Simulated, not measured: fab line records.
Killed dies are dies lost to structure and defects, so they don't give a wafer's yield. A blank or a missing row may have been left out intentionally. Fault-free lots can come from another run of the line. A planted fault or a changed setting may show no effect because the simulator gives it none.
fab line records | flow nand_harc
record lots=12 | wafers=35 | last_day=24
route steps=1159 shown A_SGD_CUT@761 END@1159
lots untouched by any fault: they come from a run of this same line in which no faults occurred
start_h: hours from the record's opening day to when the first of the lot's shown wafers began | wait_h: hours since the lot's step before | " unchanged from the row above | L1.1+2: a single row standing in for several wafers | - no value, or no start was given | * or withheld: withheld | < > ~ a bound
route shown NAME@n: NAME is a module with steps in the file, n the number in the route of the first one | usual: the fault-free wafers' mean and standard deviation | same: alike in all rows | chamber/n: place in a boat | sites: per-site readings | _std_site: their standard deviation | _edge_site: the outer-site mean with the inner-site mean subtracted | radius_mm: for every site, how far away it sits from the centre of the wafer | mask NAME#n: copy n | behind: the most recent tool/chamber to have shaped the wafer | hold: cause of the lot's hold/its duration in hours/its outcome | device: names the non-switching transistor (n, p or np) | end of line: tests of these same wafers at the route's end | for a step that has no rows: nothing shown but its recipe | killed: dies that structure and defects cost at the first sort, which is not the same as the wafer's yield | map: the dies of a wafer, with x for killed, . for not killed, _ for no die there
set.NAME: the run value of the setting; set.NAME@STEP: its run value at that earlier step | model.NAME: the simulator's own value behind a step, which no gauge read
route steps across a sampled set of lots; one table per step, one row per wafer
services: when a tool's chamber went out of use (start_h, in hours from the record's first day, below 0 if earlier), for how many hours, and the reason
## steps
# step NHARC_A_SGD_CUT_DESCUM_14
# recipe time_s=3 | o2_flow_sccm=200 | ar_flow_sccm=0 | bias_power_w=0 | chemistry=O2
# usual drypump_motor_current_A=5.7/0.39 | oes_product_au=0.995/0.013 | rf_vpp_V=57.7/0.79 | showerhead_plenum_p_Torr=1.92/0.089 | throttle_valve_pct=11.312/0.0098
lot.wafer | tool        | chamber | start_h | wait_h | drypump_motor_current_A | oes_product_au | rf_hours_counter_h | rf_vpp_V | showerhead_plenum_p_Torr | throttle_valve_pct
L335.3    | rie_diel-02 | 0       | 301.54  | 0.1    | 5.2                     | 0.985          | 15                 | 57.3     | 1.98                     | 11.293
L335.1    | "           | 3       | "       | "      | 6.1                     | 0.999          | 15                 | 58.3     | 2.00                     | 11.301
L335.5    | "           | 0       | "       | "      | 5.3                     | 0.997          | -                  | 58.6     | 1.98                     | 11.312
L337.2    | rie_diel-08 | 3       | 315.10  | 0.1    | 5.2                     | 1.007          | 0                  | 57.8     | 1.89                     | 11.317
L337.6    | "           | 2       | "       | "      | 5.1                     | 1.013          | -                  | 57.2     | 1.92                     | 11.302
L337.5    | "           | 3       | "       | "      | 5.2                     | 0.999          | -                  | 57.4     | 1.89                     | 11.314
L336.1    | rie_diel-08 | 1       | 324.61  | 0.1    | 5.3                     | 0.998          | 2                  | 56.9     | 1.84                     | 11.300
L336.4    | "           | 2       | "       | "      | 5.0                     | 0.994          | -                  | 58.8     | 1.92                     | 11.316
L336.6    | "           | 1       | "       | "      | 5.4                     | 1.004          | -                  | 57.9     | 1.84                     | 11.306
L340.2    | rie_diel-02 | 2       | 325.97  | 0.1    | 5.9                     | 0.985          | 17                 | 57.3     | 1.81                     | 11.325
L340.3    | "           | 3       | "       | "      | 6.0                     | 0.996          | 17                 | 56.1     | 2.00                     | 11.313
L340.6    | "           | 1       | "       | "      | 6.5                     | 0.986          | -                  | 56.9     | 1.78                     | 11.307
L338.4    | rie_diel-04 | 0       | 326.16  | 0.1    | 5.9                     | 0.993          | 3                  | 58.8     | 2.04                     | 11.308
L338.3    | "           | 1       | "       | "      | 5.7                     | 0.990          | 3                  | 56.6     | 1.85                     | 11.332
L338.6    | "           | 1       | "       | "      | 5.7                     | 0.986          | -                  | 56.5     | 1.85                     | 11.309
L342.2    | rie_diel-04 | 2       | 334.62  | 0.1    | 6.0                     | 0.987          | 6                  | 58.7     | 2.01                     | 11.323
L342.4    | "           | 3       | "       | "      | 5.6                     | 1.017          | 6                  | 58.6     | 2.00                     | 11.322
L342.3    | "           | 1       | "       | "      | 5.8                     | 0.984          | 5                  | 56.9     | 1.85                     | 11.311
L341.3    | rie_diel-08 | 1       | 334.97  | 0.1    | 5.4                     | 0.993          | 3                  | 57.7     | 1.84                     | 11.323
L341.1    | "           | 2       | "       | "      | 5.1                     | 0.996          | 3                  | 57.7     | 1.91                     | 11.305
L341.5    | "           | 1       | "       | "      | 5.3                     | 1.002          | -                  | 56.9     | 1.84                     | 11.323
L343.2    | rie_diel-02 | 0       | 352.94  | 0.1    | 5.3                     | 0.997          | 1                  | 57.5     | 1.98                     | 11.321
L343.3    | "           | 2       | "       | "      | 5.9                     | 0.993          | 1                  | 57.9     | 1.81                     | 11.308
L343.5    | "           | 1       | "       | "      | 6.5                     | 0.996          | -                  | 57.2     | 1.78                     | 11.305
L344.1    | rie_diel-04 | 3       | 364.59  | 0.1    | 5.6                     | 1.020          | 8                  | 57.6     | 2.00                     | 11.298
L344.6    | "           | 2       | "       | "      | 6.0                     | 0.995          | -                  | 58.0     | 2.00                     | 11.311
L344.5    | "           | 3       | "       | "      | 5.6                     | 1.019          | -                  | 58.9     | 2.00                     | 11.325
L345.2    | rie_diel-04 | 2       | 384.58  | 0.1    | 6.0                     | 1.000          | 10                 | 56.8     | 2.00                     | 11.313
L345.3    | "           | 3       | "       | "      | 5.6                     | 1.018          | 10                 | 58.6     | 2.00                     | 11.308
L345.5    | "           | 0       | "       | "      | 5.9                     | 0.996          | -                  | 57.2     | 2.04                     | 11.316
L356.2    | rie_diel-08 | 1       | 429.58  | 0.1    | 5.3                     | 0.998          | 10                 | 56.9     | 1.83                     | 11.307
L356.5    | "           | 1       | "       | "      | 5.4                     | 1.000          | -                  | 57.1     | 1.83                     | 11.325
L357.1    | rie_diel-04 | 1       | 430.11  | 0.1    | 5.7                     | 0.972          | 14                 | 57.7     | 1.84                     | 11.298
L357.3    | "           | 0       | "       | "      | 5.9                     | 0.976          | 14                 | 59.0     | 2.04                     | 11.298
L357.4    | "           | 0       | "       | "      | 5.9                     | 0.992          | -                  | 58.5     | 2.04                     | 11.302
# step NHARC_A_SGD_CUT_THK_MEAS_22
# recipe thk_meas_gauge=ellipsometry
# usual thk_nm=148.0/1.6
lot.wafer | tool          | chamber | start_h | wait_h | thk_nm
L335.1    | film_metro-02 | -       | 307.09  | 0.2    | 146.7
L335.3    | "             | -       | "       | "      | 149.1
L335.5    | "             | -       | "       | "      | 149.6
L337.2    | film_metro-01 | -       | 321.00  | 0.2    | 149.2
L337.5    | "             | -       | "       | "      | 148.3
L337.6    | "             | -       | "       | "      | 145.9
L336.1    | film_metro-01 | -       | 330.60  | 0.2    | 144.7
L336.4    | "             | -       | "       | "      | 148.0
L336.6    | "             | -       | "       | "      | 149.2
L340.2    | film_metro-02 | -       | 330.60  | 0.2    | 152.0
L340.3    | "             | -       | "       | "      | 147.5
L340.6    | "             | -       | "       | "      | 148.9
L338.3    | film_metro-02 | -       | 330.66  | 0.2    | 148.2
L338.4    | "             | -       | "       | "      | 148.6
L338.6    | "             | -       | "       | "      | 147.9
L342.2    | film_metro-01 | -       | 340.56  | 0.2    | 148.3
L342.3    | "             | -       | "       | "      | 144.6
L342.4    | "             | -       | "       | "      | 147.0
L341.1    | film_metro-02 | -       | 340.56  | 0.2    | 145.7
L341.3    | "             | -       | "       | "      | 145.8
L341.5    | "             | -       | "       | "      | 150.8
L343.2    | film_metro-01 | -       | 358.87  | 0.2    | 144.4
L343.3    | "             | -       | "       | "      | 147.7
L343.5    | "             | -       | "       | "      | 147.3
L344.1    | film_metro-02 | -       | 373.10  | 0.2    | 146.6
L344.5    | "             | -       | "       | "      | 148.9
L344.6    | "             | -       | "       | "      | 147.3
L345.2    | film_metro-01 | -       | 390.52  | 0.2    | 149.1
L345.3    | "             | -       | "       | "      | 149.1
L345.5    | "             | -       | "       | "      | 147.5
L357.1    | film_metro-01 | -       | 435.52  | 0.2    | 148.4
L357.3    | "             | -       | "       | "      | 146.2
L357.4    | "             | -       | "       | "      | 150.1
L356.2    | film_metro-02 | -       | 435.53  | 0.2    | 147.0
L356.5    | "             | -       | "       | "      | 151.0
# step NHARC_A_SGD_CUT_ETCH_26
# recipe target_depth_a=458 | chemistry=dHF | material=SiO2
lot.wafer  | tool         | chamber | start_h | wait_h
L335.5+3+1 | wet_bench-02 | 3,5,6   | 307.21  | 0.0
L337.6+5+2 | wet_bench-03 | 4,5,6   | 321.10  | 0.0
L336.1+4+6 | wet_bench-06 | 5,6,1   | 330.67  | 0.0
L340.3+6+2 | wet_bench-03 | 0,3,4   | 330.67  | 0.0
L338.4+3+6 | wet_bench-02 | 7,0,2   | 330.73  | 0.0
L342.2+4+3 | wet_bench-06 | 6,1,3   | 340.62  | 0.0
L341.3+1+5 | wet_bench-02 | 1,3,4   | 340.63  | 0.0
L343.2+5+3 | wet_bench-03 | 6,7,3   | 358.93  | 0.0
L344.6+5+1 | wet_bench-06 | 5,7,0   | 373.18  | 0.0
L345.2+3+5 | wet_bench-03 | 4,5,0   | 390.59  | 0.0
L357.4+1+3 | wet_bench-06 | 6,0,1   | 435.59  | 0.0
L356.2+5   | wet_bench-02 | 5,0     | 435.60  | 0.0
# step NHARC_A_SGD_CUT_STRIP_28
# recipe time_s=20 | o2_flow_sccm=500 | ar_flow_sccm=0 | bias_w=0 | chemistry=O2
# usual drypump_motor_current_A=5.7/0.4 | oes_product_au=0.996/0.012 | rf_vpp_V=57.8/0.76 | showerhead_plenum_p_Torr=3.55/0.14 | throttle_valve_pct=17.038/0.0096
lot.wafer | tool        | chamber | start_h | wait_h | drypump_motor_current_A | oes_product_au | rf_hours_counter_h | rf_vpp_V | showerhead_plenum_p_Torr | throttle_valve_pct
L335.3    | rie_diel-04 | 2       | -       | -      | 6.0                     | 0.999          | 2                  | 58.8     | 3.69                     | 17.037
L335.1    | "           | 3       | "       | "      | 5.6                     | 1.005          | 1                  | 57.5     | 3.68                     | 17.040
L335.5    | "           | 1       | "       | "      | 5.8                     | 0.991          | -                  | 56.3     | 3.42                     | 17.022
L337.2    | rie_diel-02 | 3       | -       | -      | 6.0                     | 1.004          | 17                 | 57.5     | 3.68                     | 17.045
L337.5    | "           | 1       | "       | "      | 6.5                     | 0.987          | -                  | 56.2     | 3.29                     | 17.053
L337.6    | "           | 2       | "       | "      | 5.9                     | 0.997          | -                  | 58.2     | 3.35                     | 17.048
L336.1    | rie_diel-04 | 0       | -       | -      | 5.9                     | 0.990          | 4                  | 58.5     | 3.75                     | 17.034
L336.4    | "           | 2       | "       | "      | 6.0                     | 0.991          | 5                  | 58.1     | 3.69                     | 17.022
L336.6    | "           | 0       | "       | "      | 5.9                     | 0.985          | -                  | 59.0     | 3.75                     | 17.034
L340.2    | rie_diel-04 | 1       | -       | -      | 5.8                     | 0.974          | 4                  | 58.3     | 3.41                     | 17.035
L340.3    | "           | 0       | "       | "      | 5.9                     | 0.990          | 4                  | 57.4     | 3.75                     | 17.025
L340.6    | "           | 1       | "       | "      | 5.8                     | 0.985          | -                  | 56.5     | 3.41                     | 17.042
L338.3    | rie_diel-08 | 1       | 331.24  | 0.2    | 5.4                     | 0.999          | 3                  | 57.7     | 3.40                     | 17.029
L338.6    | "           | 1       | "       | "      | 5.4                     | 1.005          | -                  | 58.5     | 3.40                     | 17.022
L338.4    | "           | 3       | "       | "      | 5.2                     | 0.994          | -                  | 56.7     | 3.49                     | 17.037
L342.2    | rie_diel-02 | 0       | -       | -      | 5.3                     | 0.990          | 0                  | 59.9     | 3.65                     | 17.040
L342.4    | "           | 1       | "       | "      | 6.5                     | 0.991          | 0                  | 56.2     | 3.29                     | 17.022
L342.3    | "           | 2       | "       | "      | 5.9                     | 0.990          | 0                  | 57.2     | 3.35                     | 17.034
L341.1    | rie_diel-04 | 1       | -       | -      | 5.8                     | 0.987          | 5                  | 58.5     | 3.41                     | 17.046
L341.3    | "           | 3       | "       | "      | 5.6                     | 1.013          | 7                  | 58.8     | 3.68                     | 17.020
L341.5    | "           | 2       | "       | "      | 6.0                     | 0.986          | -                  | 58.4     | 3.68                     | 17.044
L343.3    | rie_diel-04 | 2       | -       | -      | 6.0                     | 0.992          | 7                  | 57.4     | 3.68                     | 17.044
L343.2    | "           | 3       | "       | "      | 5.6                     | 1.018          | 8                  | 58.5     | 3.68                     | 17.031
L343.5    | "           | 3       | "       | "      | 5.6                     | 1.012          | -                  | 59.2     | 3.68                     | 17.041
L344.1    | rie_diel-04 | 0       | -       | -      | 5.9                     | 0.989          | 8                  | 58.1     | 3.75                     | 17.041
L344.5    | "           | 2       | "       | "      | 6.0                     | 0.994          | -                  | 58.6     | 3.68                     | 17.027
L344.6    | "           | 3       | "       | "      | 5.6                     | 1.017          | -                  | 58.1     | 3.68                     | 17.046
L345.2    | rie_diel-08 | 1       | 390.91  | 0.1    | 5.4                     | 0.995          | 8                  | 56.7     | 3.39                     | 17.030
L345.3    | "           | 2       | "       | "      | 5.1                     | 1.004          | 7                  | 57.8     | 3.53                     | 17.035
L345.5    | "           | 2       | "       | "      | 5.0                     | 1.010          | -                  | 57.3     | 3.53                     | 17.024
L356.2    | rie_diel-04 | 0       | -       | -      | 5.9                     | 0.987          | 16                 | 58.0     | 3.74                     | 17.032
L356.5    | "           | 0       | "       | "      | 5.9                     | 0.974          | -                  | 57.1     | 3.74                     | 17.034
L357.1    | rie_diel-08 | 0       | 435.92  | 0.1    | 6.3                     | 1.005          | 1                  | 58.9     | 3.58                     | 17.040
L357.3    | "           | 1       | "       | "      | 5.4                     | 1.003          | 10                 | 58.1     | 3.39                     | 17.032
L357.4    | "           | 2       | "       | "      | 5.1                     | 1.009          | -                  | 56.8     | 3.53                     | 17.041
# step NHARC_A_SGD_CUT_INSPECT_25
# usual raw_defect_count=303/79
lot.wafer | tool              | chamber | start_h | wait_h | hold                     | raw_defect_count
L335.1    | defect_inspect-01 | -       | 307.63  | -      | -                        | 418
L335.3    | "                 | -       | "       | "      | -                        | 328
L335.5    | "                 | -       | "       | "      | -                        | 346
L337.2    | defect_inspect-01 | -       | 321.53  | -      | -                        | 376
L337.5    | "                 | -       | "       | "      | -                        | 319
L337.6    | "                 | -       | "       | "      | -                        | 343
L336.1    | defect_inspect-02 | -       | 331.30  | -      | -                        | 213
L336.4    | "                 | -       | "       | "      | -                        | 226
L336.6    | "                 | -       | "       | "      | -                        | 278
L340.2    | defect_inspect-01 | -       | 331.32  | -      | -                        | 223
L340.3    | "                 | -       | "       | "      | -                        | 275
L340.6    | "                 | -       | "       | "      | -                        | 453
L338.3    | defect_inspect-02 | -       | 331.35  | -      | -                        | 510
L338.4    | "                 | -       | "       | "      | -                        | 339
L338.6    | "                 | -       | "       | "      | -                        | 325
L342.2    | defect_inspect-02 | -       | 341.02  | -      | -                        | 202
L342.3    | "                 | -       | "       | "      | -                        | 176
L342.4    | "                 | -       | "       | "      | -                        | 202
L341.1    | defect_inspect-02 | -       | 341.08  | -      | -                        | 265
L341.3    | "                 | -       | "       | "      | -                        | 434
L341.5    | "                 | -       | "       | "      | -                        | 318
L343.2    | defect_inspect-01 | -       | 359.33  | -      | -                        | 265
L343.3    | "                 | -       | "       | "      | -                        | 260
L343.5    | "                 | -       | "       | "      | -                        | 274
L344.1    | defect_inspect-01 | -       | 373.57  | -      | -                        | 204
L344.5    | "                 | -       | "       | "      | -                        | 392
L344.6    | "                 | -       | "       | "      | -                        | 383
L345.2    | defect_inspect-02 | -       | 391.02  | -      | -                        | 435
L345.3    | "                 | -       | "       | "      | -                        | 333
L345.5    | "                 | -       | "       | "      | -                        | 500
L356.2    | defect_inspect-01 | -       | 436.00  | -      | await_dispo/0.2h/release | 320
L356.5    | "                 | -       | "       | "      | await_dispo/0.2h/release | 1134
L356.2    | defect_inspect-01 | -       | 436.17  | 0.2    | -                        | 324
L356.5    | "                 | -       | "       | "      | -                        | 1149
L357.1    | defect_inspect-02 | -       | 436.02  | -      | -                        | 289
L357.3    | "                 | -       | "       | "      | -                        | 205
L357.4    | "                 | -       | "       | "      | -                        | 300
# step NHARC_END_SORT_01
# recipe temp_c=25
# usual killed_at_array=29/11 | killed_at_other=0.5/0.89 | killed_at_periphery=3.3/2 | killed_dies=32/11 | killed_open=3.1/1.9 | killed_short=2.3/1.6
# same gross_dies=677
lot.wafer | tool      | chamber | start_h | wait_h | killed_at_array | killed_at_other | killed_at_periphery | killed_dies | killed_open | killed_short
L336.1    | prober-02 | 0       | 451.51  | 2.5    | 30              | 0               | 0                   | 30          | 2           | 0
L336.4    | prober-02 | 0       | 453.89  | 3.4    | 32              | 0               | 1                   | 33          | 3           | 2
L336.6    | prober-02 | 0       | 455.47  | 4.0    | 28              | 0               | 6                   | 34          | 3           | 4
L345.2    | prober-02 | 0       | 511.87  | 2.8    | 30              | 0               | 0                   | 30          | 0           | 0
L345.3    | prober-02 | 0       | 512.67  | 3.1    | 29              | 0               | 0                   | 29          | 2           | 4
L345.5    | prober-02 | 0       | 514.26  | 3.7    | 30              | 0               | 3                   | 33          | 5           | 3
L356.2    | prober-02 | 0       | 574.62  | 2.8    | 35              | 0               | 4                   | 39          | 3           | 3
L356.5    | prober-02 | 0       | 577.01  | 3.7    | 100             | 0               | 1                   | 101         | 0           | 0
# killed by level:class
L336.1 A_CHANNEL_HOLE_D1:chamber_film_flake=14 A_SLIT:chamber_film_flake=6 A_CONTACT:chamber_film_flake=5 A_CHANNEL_FILL_D1:geometric_particle:open=1 A_WL_FILL:geometric_particle:open=1 A_ZERO_WELL:chamber_film_flake=1 A_CHANNEL_FILL_D1:chamber_film_flake=1 A_STAIRCASE:chamber_film_flake=1
L336.4 A_CHANNEL_HOLE_D1:chamber_film_flake=15 A_SLIT:chamber_film_flake=7 A_CONTACT:chamber_film_flake=3 A_CHANNEL_FILL_D1:geometric_particle:short=1 A_SLIT:geometric_particle:open=1 A_WL_FILL:geometric_particle:short=1 A_CONTACT:geometric_particle:open=1 A_M1:geometric_particle:open=1
L336.6 A_CHANNEL_HOLE_D1:chamber_film_flake=14 A_SLIT:chamber_film_flake=8 P_M1:geometric_particle:short=2 A_STAIRCASE:chamber_film_flake=2 P_CONTACT:geometric_particle:short=1 P_M1:geometric_particle:open=1 A_WL_FILL:geometric_particle:short=1 A_WL_FILL:geometric_particle:open=1
L345.2 A_CHANNEL_HOLE_D1:chamber_film_flake=21 A_CONTACT:chamber_film_flake=4 A_STAIRCASE:chamber_film_flake=2 A_WL_FILL:chamber_film_flake=2 A_BONDPAD:chamber_film_flake=1
L345.3 A_CHANNEL_HOLE_D1:chamber_film_flake=19 A_ONON_D1:geometric_particle:short=1 A_CHANNEL_HOLE_D1:geometric_particle:short=1 A_CHANNEL_FILL_D1:geometric_particle:short=1 A_WL_FILL:geometric_particle:short=1 A_WL_FILL:geometric_particle:open=1 A_M0:geometric_particle:open=1 A_M0:chamber_film_flake=1
L345.5 A_CHANNEL_HOLE_D1:chamber_film_flake=19 A_WL_FILL:chamber_film_flake=3 A_BLC:geometric_particle:open=2 A_CONTACT:chamber_film_flake=2 P_GATE:geometric_particle:open=1 P_M0:geometric_particle:open=1 A_ONON_D1:geometric_particle:open=1 A_CHANNEL_HOLE_D1:geometric_particle:short=1
L356.2 A_CHANNEL_HOLE_D1:chamber_film_flake=21 A_CONTACT:chamber_film_flake=6 P_STI:chamber_film_flake=3 A_CHANNEL_FILL_D1:geometric_particle:short=2 A_STAIRCASE:chamber_film_flake=2 P_M0:geometric_particle:open=1 A_CHANNEL_FILL_D1:geometric_particle:open=1 A_WL_FILL:geometric_particle:short=1
L356.5 A_SGD_CUT:unspecified=95 A_CHANNEL_HOLE_D1:chamber_film_flake=5 P_STI:chamber_film_flake=1
## services
tool         | chamber | start_h | hours | kind
rie_diel-08  | 0       | 280.35  | 118.6 | repair
wet_bench-03 | -       | 283.06  | 1.6   | repair
rie_diel-04  | -       | 288.90  | 9.0   | pm
rie_diel-04  | 0       | 288.90  | 9.0   | vent_cycle
rie_diel-04  | 1       | 288.90  | 9.0   | vent_cycle
rie_diel-04  | 2       | 288.90  | 9.0   | vent_cycle
rie_diel-04  | 3       | 288.90  | 9.0   | vent_cycle
rie_diel-04  | 0       | 297.90  | -     | clean
rie_diel-04  | 1       | 297.90  | -     | clean
rie_diel-08  | 2       | 299.10  | 5.9   | repair
rie_diel-08  | -       | 302.21  | 9.0   | pm
wet_bench-06 | -       | 305.62  | 8.0   | pm
wet_bench-03 | -       | 322.40  | 8.0   | pm
rie_diel-02  | -       | 327.75  | 9.0   | pm
rie_diel-08  | -       | 344.57  | 1.2   | repair
wet_bench-02 | -       | 356.00  | 8.0   | pm
rie_diel-08  | 2       | 363.32  | 9.3   | repair
rie_diel-04  | 0       | 388.92  | 2.6   | repair
wet_bench-02 | -       | 394.90  | 0.8   | repair
rie_diel-08  | 2       | 402.20  | 1.2   | repair
rie_diel-08  | 0       | 425.46  | 6.6   | repair
rie_diel-04  | 3       | 425.97  | 5.8   | repair
rie_diel-02  | 0       | 427.68  | 8.7   | repair
rie_diel-08  | 3       | 430.41  | 19.8  | repair
## key
first_sign step=NHARC_A_SGD_CUT_INSPECT_25 | reading=visit | direction=added
effect step=NHARC_A_SGD_CUT_INSPECT_25 | reading=raw_defect_count | direction=up | sigmas=10 | usual=303 | struck=1134
effect step=NHARC_END_SORT_01 | reading=killed_at_array | direction=up | sigmas=6.5 | usual=29 | struck=100
more_kills_born_at NHARC_A_SGD_CUT_ETCH_26@wet_bench-02=95
met_at NHARC_A_SGD_CUT_ETCH_26
struck_lots L356
struck_wafers L356.5
tester_left_out L356
not_acting_at NHARC_A_SGD_CUT_DESCUM_14,NHARC_A_SGD_CUT_THK_MEAS_22,NHARC_A_SGD_CUT_STRIP_28
onset_between 330.73 435.60
fault kind=chamber_particle_source | tool=wet_bench-02 | chamber=0 | onset_h=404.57 | steps=NHARC_A_SGD_CUT_ETCH_26 | rate_per_visit_cm2=1.3806 | end_h=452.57
# tester_left_out: of these lots the tester's yield and bins aren't shown, on N5 and GAA mostly nor the transistor test; their killed dies are dies lost to structure and defects alone, not to doping, threshold or leakage, so they don't give the yield
